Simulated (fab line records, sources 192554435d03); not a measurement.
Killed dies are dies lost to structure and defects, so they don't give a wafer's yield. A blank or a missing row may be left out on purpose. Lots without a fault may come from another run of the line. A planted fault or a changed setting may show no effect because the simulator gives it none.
Which tool did it? | flow n5_finfet | 10 lots, 30 wafers sampled, at 5 steps of a route of 1938

WHAT THE GAUGES READ, wafer by wafer
N5_MOL_CONTACT_COAG_CD_MEAS_08: target cd 28 nm.
lot  | measured     | on        | cd_nm (nm)
L508 | day 5 05:27  | cd_sem-03 | 27.86 28.63 28.13
L512 | day 5 15:07  | cd_sem-03 | 28.07 28.70 28.26
L514 | day 6 05:58  | cd_sem-01 | 27.85 28.42 27.85
L513 | day 6 07:41  | cd_sem-01 | 27.95 27.95 28.11
L515 | day 6 10:39  | cd_sem-02 | 28.11 28.16 28.13
L516 | day 6 19:54  | cd_sem-01 | 27.85 27.82 27.98
L517 | day 6 22:35  | cd_sem-03 | 27.90 28.23 28.10
L518 | day 7 03:17  | cd_sem-03 | 27.77 27.80 28.07
L529 | day 10 00:02 | cd_sem-01 | 29.19 29.31 28.89
L530 | day 10 06:13 | cd_sem-01 | 29.32 29.00 29.02

N5_MOL_CONTACT_COAG_OVL_MEAS_09.
lot  | measured     | on         | CA_OVL (nm)
L508 | day 5 05:29  | overlay-02 | 0.9 0.0 0.2
L512 | day 5 15:10  | overlay-01 | -0.6 -1.2 -0.9
L514 | day 6 06:00  | overlay-01 | -0.6 -1.3 -1.1
L513 | day 6 07:43  | overlay-02 | 0.0 0.8 0.6
L515 | day 6 10:41  | overlay-02 | -0.7 -0.5 -0.6
L516 | day 6 19:56  | overlay-01 | 0.0 -0.1 0.5
L517 | day 6 22:38  | overlay-01 | 0.9 0.8 2.3
L518 | day 7 03:19  | overlay-01 | -0.7 -1.9 -0.5
L529 | day 10 00:04 | overlay-02 | 0.7 -0.4 0.1
L530 | day 10 06:15 | overlay-02 | 0.0 0.8 1.1

N5_BEOL_M4_RC_MEAS_101.
lot  | measured     | on        | DIBL_N (mV/V)  | DIBL_P (mV/V)  | IOFF_N (nA/um)    | IOFF_P (nA/um) | ION_N (uA/um) | ION_P (uA/um) | SS_N (mV/dec)  | SS_P (mV/dec)  | VT_N (mV)         | VT_P (mV)
L508 | day 9 00:48  | prober-02 | 37.5 34.2 36.4 | 37.4 33.4 35.8 | 0.178 0.133 0.157 | 0.29 0.23 0.26 | 673 672 666   | 469 475 468   | 71.7 70.0 71.2 | 73.6 73.3 73.5 | 248.0 251.1 253.0 | -242 -245 -243
L512 | day 10 23:41 | prober-02 | 37.7 38.0 34.4 | 38.6 38.8 34.9 | 0.180 0.185 0.128 | 0.23 0.23 0.17 | 685 679 671   | 477 467 462   | 71.5 72.4 71.1 | 73.7 73.4 72.3 | 249.5 246.9 252.7 | -247 -248 -250
L514 | day 12 00:50 | prober-02 | 34.7 35.7 35.7 | 35.6 36.4 36.5 | 0.134 0.155 0.146 | 0.18 0.20 0.19 | 666 679 674   | 460 461 465   | 71.4 71.4 71.2 | 72.7 72.8 72.5 | 252.2 248.9 249.6 | -252 -251 -251
L513 | day 11 22:34 | prober-01 | 38.5 34.9 37.2 | 40.8 36.2 39.1 | 0.191 0.124 0.178 | 0.23 0.17 0.20 | 689 654 700   | 469 455 465   | 71.7 71.2 71.2 | 73.7 73.0 74.1 | 247.8 255.7 246.3 | -248 -254 -252
L515 | day 12 05:21 | prober-01 | 36.9 35.5 36.7 | 37.4 35.5 36.4 | 0.154 0.126 0.142 | 0.20 0.18 0.18 | 673 660 670   | 455 455 455   | 71.7 72.1 71.4 | 73.4 72.6 73.1 | 252.1 252.8 250.3 | -252 -252 -254
L516 | day 12 12:19 | prober-01 | 32.5 35.8 33.1 | 32.9 37.7 34.8 | 0.102 0.158 0.113 | 0.15 0.21 0.17 | 657 673 662   | 452 465 463   | 70.8 71.1 70.6 | 71.7 73.0 72.3 | 255.7 249.3 252.1 | -254 -248 -254
L517 | day 12 18:04 | prober-02 | 35.3 37.6 35.9 | 34.8 36.5 35.5 | 0.139 0.168 0.142 | 0.19 0.21 0.19 | 680 674 670   | 463 459 453   | 71.2 72.3 71.2 | 73.5 73.3 73.5 | 248.6 250.2 251.0 | -253 -250 -254
L518 | day 13 03:38 | prober-02 | 38.4 36.0 37.1 | 38.3 35.2 35.5 | 0.186 0.135 0.162 | 0.21 0.17 0.18 | 689 667 677   | 457 452 456   | 71.5 71.5 71.9 | 73.9 73.1 73.5 | 247.5 250.2 250.1 | -252 -253 -255
L529 | day 15 06:41 | prober-02 | 37.4 37.1 34.3 | 39.0 37.7 34.6 | 0.203 0.182 0.134 | 0.29 0.27 0.21 | 690 676 668   | 476 471 466   | 71.6 71.2 70.7 | 74.1 73.0 72.8 | 243.0 246.8 252.2 | -243 -244 -243
L530 | day 15 08:19 | prober-01 | 36.7 37.2 36.0 | 35.6 37.2 34.8 | 0.158 0.174 0.164 | 0.24 0.26 0.23 | 666 676 686   | 465 471 477   | 71.5 71.2 71.5 | 73.4 73.7 73.0 | 252.7 247.7 248.4 | -247 -243 -247

WHICH TOOL RAN EACH LOT (tool, then ch and the chambers of the sampled wafers, then the start)
lot  | N5_GATE_CUT_VAPOR_ETCH_51         | N5_MOL_CONTACT_COAG_ETCH_106
L508 | rie_metal-01 ch 1, day 5 01:01    | rie_diel-05 ch 0, day 5 06:34
L512 | rie_metal-01 ch 0,1, day 5 11:03  | rie_diel-03 ch 0,2, day 5 15:25
L514 | rie_metal-02 ch 0,1, day 6 02:56  | rie_diel-03 ch 0,1,3, day 6 06:10
L513 | rie_metal-02 ch 0,1, day 6 04:35  | rie_diel-01 ch 1,3, day 6 07:59
L515 | rie_metal-01 ch 0,1, day 6 07:37  | rie_diel-03 ch 1,2,3, day 6 11:05
L516 | rie_metal-01 ch 0,1, day 6 16:52  | rie_diel-03 ch 0,1,3, day 6 20:06
L517 | rie_metal-03 ch 1, day 6 19:34    | rie_diel-03 ch 0,3, day 6 22:49
L518 | rie_metal-02 ch 0,1, day 7 00:08  | rie_diel-01 ch 0,1,2, day 7 03:29
L529 | rie_metal-03 ch 0,1, day 9 21:00  | rie_diel-05 ch 0,3, day 10 00:14
L530 | rie_metal-01 ch 0,1, day 10 03:11 | rie_diel-03 ch 0,1,3, day 10 06:25
- N5_GATE_CUT_VAPOR_ETCH_51: etches HfO2 in BCl3/Cl2.
- N5_MOL_CONTACT_COAG_ETCH_106: etches SOC in N2/H2, target depth 80 nm, overetch 16 nm, time 120 s.

WHAT THE TOOLS THEMSELVES READ (means of the sampled wafers that have a number; where no wafer has one, the mark that the record gives instead)
N5_GATE_CUT_VAPOR_ETCH_51.
lot  | tool         | drypump_motor_current_A (A) | oes_product_au (a.u.)
L508 | rie_metal-01 | 6.0                         | 0.78
L512 | rie_metal-01 | 5.9                         | 0.79
L514 | rie_metal-02 | 5.3                         | 0.87
L513 | rie_metal-02 | 5.3                         | 0.87
L515 | rie_metal-01 | 6.0                         | 0.78
L516 | rie_metal-01 | 6.0                         | 0.78
L517 | rie_metal-03 | 6.0                         | 0.63
L518 | rie_metal-02 | 5.6                         | 0.86
L529 | rie_metal-03 | 6.2                         | 0.75
L530 | rie_metal-01 | 6.0                         | 0.76

N5_MOL_CONTACT_COAG_ETCH_106.
lot  | tool        | drypump_motor_current_A (A) | oes_product_au (a.u.) | rf_vpp_V (V) | showerhead_plenum_p_Torr (Torr) | throttle_valve_pct (%)
L508 | rie_diel-05 | 5.4                         | 0.80                  | 525.9        | 2.59                            | 17.61
L512 | rie_diel-03 | 6.5                         | 0.78                  | 524.3        | 2.56                            | 17.85
L514 | rie_diel-03 | 6.0                         | 0.73                  | 524.2        | 2.57                            | 17.95
L513 | rie_diel-01 | 6.1                         | 0.74                  | 521.2        | 2.44                            | 17.52
L515 | rie_diel-03 | 6.3                         | 0.73                  | 524.8        | 2.61                            | 17.92
L516 | rie_diel-03 | 6.0                         | 0.73                  | 523.8        | 2.56                            | 17.97
L517 | rie_diel-03 | 5.7                         | 0.67                  | 524.1        | 2.57                            | 18.24
L518 | rie_diel-01 | 6.0                         | 0.70                  | 522.9        | 2.52                            | 17.76
L529 | rie_diel-05 | 5.4                         | 0.76                  | 524.5        | 2.54                            | 17.58
L530 | rie_diel-03 | 6.0                         | 0.70                  | 522.9        | 2.55                            | 18.01

THE ANSWER, worked out from the rows above alone
Rule: what is usual is taken from the lots themselves. Put in order of their means at a reading, lots are off if they are a third of the lots or fewer, leave a main group of 4 or more, and stand apart from it by a gap of 3 or more times the standard deviation of the main group's means; of several such gaps the widest counts. A main group whose means are all the same, to the digits that the tables above print for the reading, isn't used. A lot without any number at a reading at which 4 lots or more have one is off too. The other lots that the step has rows for count as sound. The gauges are gone through in route order, then the tools' own readings, and for those a lot's mean is taken as printed above. The first step at which some lot is off is used, and at that step the reading that is off furthest; a lot without a number counts as furthest.
Off: L529, L530, at N5_MOL_CONTACT_COAG_CD_MEAS_08 (cd_nm). The main group: mean 28.07 nm, standard deviation 0.15.
A tool fits if, at a process step before that reading, it ran every lot that is off, and no sound lot after the first of them. The gauges at N5_MOL_CONTACT_COAG_CD_MEAS_08 aren't tried: what is off there is off at N5_BEOL_M4_RC_MEAS_101 too, on other tools, and a gauge's error can't cause that. None of those tried fits.

WHAT THE SIMULATOR HAD PUT IN
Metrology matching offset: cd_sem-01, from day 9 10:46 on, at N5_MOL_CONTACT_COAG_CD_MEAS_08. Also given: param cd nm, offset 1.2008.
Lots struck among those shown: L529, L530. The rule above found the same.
